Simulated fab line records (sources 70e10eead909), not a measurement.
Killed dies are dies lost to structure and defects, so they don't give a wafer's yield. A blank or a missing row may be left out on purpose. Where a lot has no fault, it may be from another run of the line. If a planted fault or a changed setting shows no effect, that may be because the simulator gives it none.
fab line records	flow nand_harc	part 2 of 2: steps 26 to 33 of 33
record: lots: 5	wafers: 15	last_day: 32
route steps=1302 shown A_M1@1193 A_BONDPAD@1202
lots that met no fault: from a run of the same line without faults
start_h: hours from the record's first day to the start of the lot's first wafer shown	wait_h: how many hours have passed since the lot's step before this one	" identical to the entry in the row above	L1.1+2: one row covering several wafers at once	- no value present, or no start provided	* or withheld: withheld	< > ~ a bound
route shown NAME@n: a module of which the file shows steps, and the number in the route of the first	usual: average and standard deviation across the fault-free wafers	same: alike in all rows	chamber/n: place in a boat	sites: each site's reading	_std_site: their standard deviation	_edge_site: mean of outer sites minus mean of inner sites	radius_mm: for every site, how far away it sits from the centre of the wafer	mask NAME#n: copy n	behind: the last tool/chamber to shape the wafer	hold: what put the lot on hold/how long, in hours/how the hold closed	device: the transistor (n, p or np) that didn't switch	end of line: at the end of the route, the tests of the same wafers	for a step that has no rows: nothing shown but its recipe	killed: dies that structure and defects cost at the first sort, which is not the same as the wafer's yield	map: the dies of a wafer, with x for killed, . for not killed, _ for no die there
set.NAME: the setting the step ran with; set.NAME@STEP: the setting that earlier step ran with	model.NAME: the simulator's own value behind a step, which no gauge read
lots at some steps of the route; a table a step, a row a wafer
services: a tool's chamber out of use, with start hour (start_h, from the record's first day; less than 0 if before it), hours out, and reason
== steps ==
step: NHARC_A_BONDPAD_ETCH_34
recipe: target_depth_a: 600	overetch_a: 180	time_s: 65.91	ion_energy_ev: 200	n2_flow_sccm: 150	h2_flow_sccm: 150	ar_flow_sccm: 0	rf_w: 400	bias_w: 150	chemistry: N2/H2
usual: drypump_motor_current_A: 5.5/0.48	oes_product_au: 0.998/0.0088	rf_vpp_V: 430.0/2.9	showerhead_plenum_p_Torr: 2.02/0.11	throttle_valve_pct: 14.172/0.0086
same: time_s: 65.91
lot.wafer	tool	chamber	start_h	wait_h	drypump_motor_current_A	oes_product_au	rf_hours_counter_h	rf_vpp_V	showerhead_plenum_p_Torr	throttle_valve_pct
L075.2	rie_diel-06	1	553.15	0.1	4.7	1.008	1	430.3	2.04	14.166
L075.1	"	3	"	"	6.3	0.998	1	429.7	2.02	14.179
L075.5	"	0	"	"	5.5	1.002	-	426.7	1.89	14.169
L079.1	rie_diel-06	1	580.82	0.1	4.7	0.998	2	431.1	2.04	14.170
L079.2	"	2	"	"	5.6	0.990	2	433.4	2.16	14.153
L079.3	"	0	"	"	5.5	0.999	2	424.3	1.89	14.170
L088.1	rie_diel-07	2	670.10	0.1	5.1	0.993	1	428.1	1.96	14.180
L088.4	"	1	"	"	5.9	1.008	1	427.4	1.89	14.158
L088.5	"	2	"	"	5.1	0.995	-	427.7	1.96	14.169
L093.2	rie_diel-07	2	726.19	0.1	5.1	0.993	10	427.6	1.95	14.164
L093.5	"	1	"	"	5.9	1.014	-	426.0	1.89	14.169
L093.6	"	2	"	"	5.1	1.004	-	426.4	1.95	14.187
L095.4	rie_diel-06	2	738.74	0.1	5.6	1.002	2	434.0	2.15	14.172
L095.6	"	1	"	"	4.7	0.988	-	431.2	2.04	14.178
L095.5	"	2	"	"	5.6	1.001	-	432.9	2.15	14.174
step: NHARC_A_BONDPAD_ETCH_12
recipe: target_depth_a: 2200	time_s: 110	chf3_flow_sccm: 50	o2_flow_sccm: 10	ar_flow_sccm: 200	rf_w: 500	bias_w: 200	chemistry: CHF3/O2
usual: drypump_motor_current_A: 5.5/0.48	oes_product_au: 0.943/0.02	rf_vpp_V: 370.5/2.8	showerhead_plenum_p_Torr: 2.40/0.12	throttle_valve_pct: 20.573/0.0091
same: time_s: 110
lot.wafer	tool	chamber	start_h	wait_h	drypump_motor_current_A	oes_product_au	rf_hours_counter_h	rf_vpp_V	showerhead_plenum_p_Torr	throttle_valve_pct
L075.2	rie_diel-06	2	-	-	5.6	0.966	1	373.8	2.53	20.572
L075.1	"	0	"	"	5.5	0.955	1	365.9	2.24	20.570
L075.5	"	2	"	"	5.6	0.961	-	372.2	2.53	20.584
L079.1	rie_diel-06	1	-	-	4.7	0.935	2	370.4	2.41	20.576
L079.2	"	2	"	"	5.6	0.916	2	371.7	2.53	20.582
L079.3	"	3	"	"	6.3	0.933	2	371.0	2.38	20.580
L088.1	rie_diel-07	1	-	-	5.9	0.970	1	366.1	2.24	20.579
L088.4	"	3	"	"	5.8	0.963	0	374.3	2.59	20.568
L088.5	"	1	"	"	5.9	0.956	-	368.0	2.24	20.581
L093.2	rie_diel-07	1	-	-	5.9	0.950	10	366.2	2.24	20.562
L093.5	"	0	"	"	5.7	0.936	-	372.2	2.52	20.574
L093.6	"	1	"	"	5.9	0.945	-	367.9	2.24	20.567
L095.4	rie_diel-06	0	-	-	5.6	0.955	2	367.8	2.24	20.571
L095.6	"	1	"	"	4.7	0.974	-	371.5	2.41	20.565
L095.5	"	2	"	"	5.6	0.957	-	373.5	2.53	20.569
step: NHARC_A_BONDPAD_CD_MEAS_13
usual: cd_nm: 499.1/2.3
lot.wafer	tool	chamber	start_h	wait_h	cd_nm
L075.1	cd_sem-03	-	553.37	-	499.9
L075.2	"	-	"	"	500.0
L075.5	"	-	"	"	495.4
L079.1	cd_sem-02	-	581.05	-	497.5
L079.2	"	-	"	"	499.0
L079.3	"	-	"	"	498.3
L088.1	cd_sem-02	-	670.33	-	499.5
L088.4	"	-	"	"	498.2
L088.5	"	-	"	"	498.1
L093.2	cd_sem-02	-	726.42	-	499.2
L093.5	"	-	"	"	498.1
L093.6	"	-	"	"	496.5
L095.4	cd_sem-03	-	738.97	-	503.1
L095.5	"	-	"	"	496.8
L095.6	"	-	"	"	500.3
step: NHARC_A_BONDPAD_STRIP_15
recipe: o2_flow_sccm: 500	ar_flow_sccm: 0	bias_w: 0	chemistry: O2
usual: drypump_motor_current_A: 5.6/0.48	oes_product_au: 0.997/0.0099	rf_vpp_V: 57.8/0.91	showerhead_plenum_p_Torr: 3.52/0.17	throttle_valve_pct: 17.037/0.0095
lot.wafer	tool	chamber	start_h	wait_h	drypump_motor_current_A	oes_product_au	rf_hours_counter_h	rf_vpp_V	showerhead_plenum_p_Torr	throttle_valve_pct
L075.2	rie_diel-06	2	553.44	0.1	5.6	0.977	1	58.7	3.71	17.048
L075.1	"	0	"	"	5.5	0.984	1	56.7	3.30	17.032
L075.5	"	2	"	"	5.6	0.986	-	59.5	3.71	17.043
L079.1	rie_diel-06	2	581.13	0.1	5.6	0.988	2	56.7	3.71	17.037
L079.2	"	3	"	"	6.3	0.993	2	57.0	3.49	17.042
L079.3	"	1	"	"	4.7	0.999	2	58.8	3.53	17.044
L088.4	rie_diel-06	0	670.40	0.1	5.5	0.971	0	57.1	3.30	17.028
L088.1	"	2	"	"	5.6	0.994	0	56.8	3.71	17.034
L088.5	"	1	"	"	4.7	0.999	-	57.6	3.53	17.026
L093.2	rie_diel-06	1	726.50	0.1	4.7	1.000	1	57.1	3.53	17.044
L093.6	"	0	"	"	5.6	0.985	-	57.2	3.29	17.052
L093.5	"	1	"	"	4.7	0.995	-	57.8	3.53	17.049
L095.4	rie_diel-07	0	739.09	0.1	5.7	0.999	11	59.3	3.69	17.042
L095.5	"	1	"	"	5.8	1.011	-	57.4	3.29	17.043
L095.6	"	2	"	"	5.1	1.005	-	58.5	3.39	17.047
step: NHARC_A_BONDPAD_ETCH_24
recipe: target_depth_a: 300	over_etch_frac: 0.3	time_s: 72.99	ion_energy_ev: 150	cf4_flow_sccm: 50	n2_flow_sccm: 100	ar_flow_sccm: 150	rf_w: 300	bias_w: 100	chemistry: CF4/N2
usual: cf4_flow_sccm: 49.98/0.15	drypump_motor_current_A: 5.6/0.48	oes_product_au: 0.996/0.01	rf_vpp_V: 314.0/2.2	showerhead_plenum_p_Torr: 2.61/0.13	throttle_valve_pct: 19.794/0.0088
same: time_s: 72.99
lot.wafer	tool	chamber	start_h	wait_h	cf4_flow_sccm	drypump_motor_current_A	oes_product_au	rf_hours_counter_h	rf_vpp_V	showerhead_plenum_p_Torr	throttle_valve_pct
L075.1	rie_diel-06	0	-	-	50.09	5.6	1.003	1	311.1	2.45	19.795
L075.2	"	2	"	"	49.98	5.6	1.007	1	314.6	2.76	19.789
L075.5	"	1	"	"	49.80	4.7	1.013	-	314.4	2.63	19.783
L079.3	rie_diel-06	1	-	-	50.07	4.7	0.996	2	316.2	2.63	19.785
L079.1	"	2	"	"	49.72	5.6	0.985	2	316.0	2.76	19.797
L079.2	"	3	"	"	50.02	6.2	0.995	2	313.3	2.60	19.790
L088.4	rie_diel-06	1	-	-	50.21	4.7	0.997	0	314.0	2.63	19.785
L088.1	"	2	"	"	50.04	5.6	0.991	0	317.0	2.76	19.801
L088.5	"	1	"	"	50.34	4.7	0.994	-	314.9	2.63	19.802
L093.2	rie_diel-06	1	-	-	50.06	4.7	0.993	1	313.9	2.63	19.778
L093.5	"	2	"	"	50.02	5.6	0.996	-	314.9	2.76	19.802
L093.6	"	3	"	"	50.14	6.2	0.977	-	313.3	2.60	19.797
L095.4	rie_diel-07	2	-	-	50.15	5.1	0.995	12	313.6	2.52	19.803
L095.5	"	2	"	"	50.24	5.1	0.994	-	313.3	2.52	19.791
L095.6	"	3	"	"	49.76	5.7	0.983	-	318.3	2.82	19.790
step: NHARC_A_BONDPAD_STRIP_16
recipe: time_s: 600	temp_c: 30	chemistry: post_etch_residue_remover
same: time_s: 600
lot.wafer	tool	chamber	start_h	wait_h
L075.1+2+5	wet_bench-08	7,2,4	553.73	-
L079.2+3+1	wet_bench-08	1,4,5	581.42	-
L088.5+1+4	wet_bench-08	1,3,4	670.70	-
L093.6+2+5	wet_bench-08	2,4,5	726.78	-
L095.4+6+5	wet_bench-08	2,4,5	739.33	-
step: NHARC_A_BONDPAD_DEGAS_25
recipe: temp_c: 300	time_s: 60
usual: heater_power_w: 465/44
same: time_s: 60
lot.wafer	tool	chamber	start_h	wait_h	heater_power_w
L075.2	pvd_sputter-01	-	554.00	-	500
L075.1	"	-	"	"	393
L075.5	"	-	"	"	488
L079.1	pvd_sputter-02	-	581.68	-	401
L079.2	"	-	"	"	404
L079.3	"	-	"	"	472
L088.1	pvd_sputter-01	-	670.96	-	474
L088.4	"	-	"	"	407
L088.5	"	-	"	"	495
L093.2	pvd_sputter-03	-	727.04	-	448
L093.5	"	-	"	"	477
L093.6	"	-	"	"	445
L095.4	pvd_sputter-01	-	739.59	-	490
L095.5	"	-	"	"	491
L095.6	"	-	"	"	485
step: NHARC_A_BONDPAD_PRE_CLEAN_26
recipe: time_s: 30	temp_c: 280	gas: H2/He
usual: heater_power_w: 408/39
same: time_s: 30
lot.wafer	tool	chamber	start_h	wait_h	heater_power_w
L075.2	pvd_sputter-01	-	-	-	345
L075.1	"	-	"	"	415
L075.5	"	-	"	"	342
L079.3	pvd_sputter-02	-	-	-	358
L079.1	"	-	"	"	410
L079.2	"	-	"	"	321
L088.1	pvd_sputter-01	-	-	-	363
L088.4	"	-	"	"	429
L088.5	"	-	"	"	409
L093.2	pvd_sputter-03	-	-	-	399
L093.6	"	-	"	"	398
L093.5	"	-	"	"	405
L095.4	pvd_sputter-01	-	-	-	413
L095.6	"	-	"	"	354
L095.5	"	-	"	"	432
== services ==
tool	chamber	start_h	hours	kind
pecvd-02	2	528.67	2.1	repair
rie_diel-06	1	533.15	6.4	repair
rie_diel-07	2	544.02	7.6	repair
pvd_sputter-01	-	567.04	4.9	repair
litho_track-02	-	577.00	7.0	pm
pecvd-04	-	578.51	0.9	repair
pvd_sputter-01	-	582.00	10.0	pm
pecvd-02	-	589.06	13.0	pm
rie_diel-06	0	592.27	3.4	repair
ecd_cu-02	-	596.00	8.0	pm
pvd_sputter-01	-	596.46	0.9	repair
pvd_sputter-01	-	598.68	0.8	repair
litho_track-07	-	601.00	7.0	pm
pecvd-04	-	631.26	13.0	pm
pecvd-02	1	633.20	5.2	repair
wet_bench-08	-	646.40	8.0	pm
rie_diel-07	-	648.75	9.0	pm
litho_track-05	-	649.00	7.0	pm
rie_diel-06	-	661.20	9.0	pm
pecvd-01	-	673.00	13.0	pm
pvd_sputter-01	-	678.72	19.7	repair
pecvd-04	-	687.34	24.3	repair
pecvd-02	-	704.28	3.9	repair
rie_diel-06	-	706.07	1.0	repair
